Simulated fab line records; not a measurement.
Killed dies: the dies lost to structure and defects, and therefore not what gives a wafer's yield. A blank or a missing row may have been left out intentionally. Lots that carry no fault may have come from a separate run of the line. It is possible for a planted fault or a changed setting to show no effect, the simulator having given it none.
Chamber matching -- flow nand harc -- 3 sister chambers for NHARC_A_CHANNEL_HOLE_D1_DEP_01 on pecvd-01
The step deposits SiON, target thk 140 nm. 3 wafers are shown with their chamber, then 7 later ones without.

## WAFERS PAIRED WITH THEIR CHAMBERS
wafer,chamber,heater power w (W)
L086.5,0,705
L088.1,1,650
L088.3,2,609

## WAFERS WITH NO CHAMBER GIVEN
wafer,heater power w (W)
L088.4,624
L091.1,805
L091.3,592
L091.4,607
L094.3,619
L094.4,576
L094.5,639

## WHICH CHAMBER EACH ONE RAN IN
wafer,from the rows above,in truth
L088.4,can't be placed: 2 or 1 or 0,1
L091.1,can't be placed: 0 or 1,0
L091.3,can't be placed: 2 or 1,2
L091.4,can't be placed: 2 or 1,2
L094.3,can't be placed: 2 or 1 or 0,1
L094.4,can't be placed: 2 or 1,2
L094.5,can't be placed: 1 or 2 or 0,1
0 of 7 placed correctly. Unplaceable from these rows: 7, with the true chamber sitting among the candidates in 7. Placed wrongly: 0.
How it was worked out, from the rows above alone: a wafer's distance from a chamber is the root of the sum, over the readings, of the square of ((its reading less the chamber's mean) divided by the reading's scatter). The wafer belongs to the nearest chamber; if the next one is less than 2 further off, it can't be placed. A chamber's mean is the mean of its shown wafers. The scatter (one wafer shown for each chamber): square how far every hidden wafer sits from the nearest shown wafer, average those squares and take the square root.
